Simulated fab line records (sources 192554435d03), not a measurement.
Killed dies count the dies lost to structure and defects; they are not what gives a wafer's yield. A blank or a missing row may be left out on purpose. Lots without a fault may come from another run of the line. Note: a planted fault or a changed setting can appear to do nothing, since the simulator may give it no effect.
A struck lot beside a sound one ; flow n5 finfet ; 39 steps out of a route of 1938
Sound: wafers L606.1, L606.3, L606.5. Struck: wafer L599.1. (L599.3 of the same lot was not struck and is left out.) The cause comes at the end.
At each step with rows: each side's tool, then ch and its chambers, then its first start. Under that, the readings that differ: sound wafers ; struck wafers ; difference of the means ; sigmas: that difference in standard deviations of wafers without a fault.
alike: readings whose means differ by less than 2 such deviations, and words and numbers that are the same on both sides. not compared: withheld readings, readings that some wafer has no value for, bounds like >300 that may hide the same value, and numbers for which the record gives no deviation and whose values overlap.
Wherever a step has rows on one side only, a row that says differs or no value, or a row with sigmas, the two part there. Numbers that don't overlap but have no deviation are shown without sigmas and don't part them. A reading that every wafer of one side lacks parts them only if that side has two wafers or more.

first, 10 steps without rows for these wafers: N5_DUMMY_GATE_ETCH_23 (etches poly-Si in HBr/Cl2/O2, target depth 41 nm, time 22.3 s); N5_DUMMY_GATE_ETCH_44 (etches poly-Si in HBr/O2, stops on SiO2, target depth 127.5 nm); N5_DUMMY_GATE_ETCH_42 (etches SiO2 in CHF3/O2, target depth 3.5 nm, time 31 s); N5_DUMMY_GATE_STRIP_48 (strips in N2/H2, time 20 s); N5_DUMMY_GATE_PRECLEAN_33 (cleans in dHF, time 10 s); N5_DUMMY_GATE_PRECLEAN_25 (cleans in O3/DIW, time 45 s); N5_DUMMY_GATE_PRECLEAN_51 (cleans in SC2, time 45 s); N5_DUMMY_GATE_SRD_26 (time 30 s); N5_DUMMY_GATE_UV_OZONE_45 (time 120 s); N5_SPACER0_ALD_07 (deposits SiNx, target thk 2 nm).
N5_SPACER0_ALD_00: deposits SiOCN, target thk 3.5 nm, pulse time 3 s, purge time 2 s.
  sound on ald sin-03 ch 0,2, day 6 16:46; struck on ald sin-01 ch 3, day 5 04:38
reading;sound;struck;difference;sigmas
ald cycles;58 58 58;39;-19;
model.SiOCN_of_SPACER0_ALD_00.thk nm (nm);3.4 3.4 3.4;2.4;-1.0;
  alike: chamber pressure Torr, heater power w, precursor pulse height rel
then, 25 steps without rows for these wafers: N5_SPACER0_ALD_08 (deposits SiNx, target thk 2 nm); N5_SD_EPI_N_COAT_32 (time 60 s, resist thk 350 nm); N5_SD_EPI_N_COAT_33 (time 60 s, resist thk 35 nm); N5_SD_EPI_N_COAT_03 (resist thk 150 nm); N5_SD_EPI_N_EBR_05; N5_SD_EPI_N_SOFTBAKE_04 (time 60 s); N5_SD_EPI_N_EXPOSE_06 (exposes mask SD N BLK, target cd 120 nm); N5_SD_EPI_N_PEB_07 (peb time 60 s); N5_SD_EPI_N_DEVELOP_08 (develop time 30 s); N5_SD_EPI_N_DESCUM_14 (chemistry O2, time 7.9 s); N5_SD_EPI_N_ETCH_34 (etches SiARC in CF4, target depth 45.5 nm, time 75.8 s); N5_SD_EPI_N_ETCH_35 (etches SOC in N2/H2, overetch 108 nm, time 486 s); N5_SD_EPI_N_STRIP_36 (strips in N2/H2); N5_SD_EPI_N_ETCHBACK_44 (etches SiNx in CH3F/O2, stops on SiO2, target depth 14.5 nm); N5_SD_EPI_N_ETCH_45 (etches SiOCN in CH3F/O2, target depth 6 nm); N5_SD_EPI_N_ETCH_16 (etches SiO2 in CHF3/O2, target depth 5 nm); N5_SD_EPI_N_STRIP_47 (strips in CHF3/O2); N5_SD_EPI_N_SD_RECESS_17 (chemistry HBr/Cl2/O2, target depth 41 nm, time 23.7 s, bt time 3 s); N5_SD_EPI_N_STRIP_38 (strips in N2/H2); N5_SD_EPI_N_WET_ETCH_43 (etches SiO2 in dHF, time 14 s, target depth 1.5 nm); N5_SD_EPI_N_STRIP_18 (strips in SPM, time 750 s); N5_SD_EPI_N_SRD_20 (time 30 s); N5_SD_EPI_N_PRECLEAN_48 (cleans in NF3:NH3, afs cycles 2, time 20 s, sublimation time 60 s); N5_SD_EPI_N_VAPOR_ETCH_50 (etches Si in HCl, time 54 s); N5_SD_EPI_N_EPI_21 (deposits Si:P, time 690 s).
N5_SD_EPI_P_PRECLEAN_32: cleans in dHF, time 10 s.
  sound on wet bench-04 ch 0,4,5, day 7 02:32; struck on wet bench-01 ch 2, day 5 14:02
reading;sound;struck;difference;sigmas
model.SiOCN_of_SPACER0_ALD_00.thk nm (nm);3.4 3.4 3.4;2.4;-1.0;
-- the record jumps here: 7 days lie between the struck wafers' starts before and after (it left off in module SD_EPI_P and takes up again in module BEOL_M4, whose first step shown is number 1111 of the route) --
N5_BEOL_M4_RC_MEAS_101:
  sound on prober-01 ch 0, day 14 05:09; struck on prober-02 ch 0, day 12 21:00
reading;sound;struck;difference;sigmas
DIBL_N (mV/V);35.4 35.0 36.1;43.7;+8.2;+3
IOFF_N (nA/um);0.13 0.13 0.15;0.32;+0.18;+4
IOFF_N_85C (nA/um);2.6 2.7 3.0;5.6;+2.8;+3
IOFF_N_LIN (nA/um);0.062 0.066 0.076;0.130;+0.062;+3
IOFF_P (nA/um);0.21 0.22 0.25;0.43;+0.20;+3
IOFF_P_85C (nA/um);3.7 3.7 4.2;6.6;+2.7;+3
IOFF_P_LIN (nA/um);0.101 0.105 0.117;0.187;+0.079;+4
ION_N (uA/um);662 669 682;736;+65;+4
ION_P (uA/um);464 464 473;508;+41;+5
REXT_N (ohm.um);76.4 78.4 78.4;63.9;-13.8;-7
REXT_P (ohm.um);100 101 100;90;-10;-3
VT_N (mV);255 254 250;237;-16;-4
VT_N_LVT (mV);103 102 98;85;-16;-4
VT_P (mV);-251 -249 -247;-235;+14;+4
VT_P_LVT (mV);-99 -98 -96;-84;+14;+4
  alike: DIBL_P, SS_N, SS_P
-- a jump in the record: the struck wafers' starts before and after are 4 days apart (it breaks off in module BEOL_M4 and resumes in module PASSIVATION, where the first step shown is number 1936 of the route) --
N5_PASSIVATION_PROBE_49:
  the record has rows for the struck wafers here (prober-02, day 17 08:15) and none for the sound ones

## WHERE THEY PART
Last at N5_PASSIVATION_PROBE_49 as far as this record goes, first at N5_BEOL_M4_RC_MEAS_101.

WHY: the cause the simulator had injected
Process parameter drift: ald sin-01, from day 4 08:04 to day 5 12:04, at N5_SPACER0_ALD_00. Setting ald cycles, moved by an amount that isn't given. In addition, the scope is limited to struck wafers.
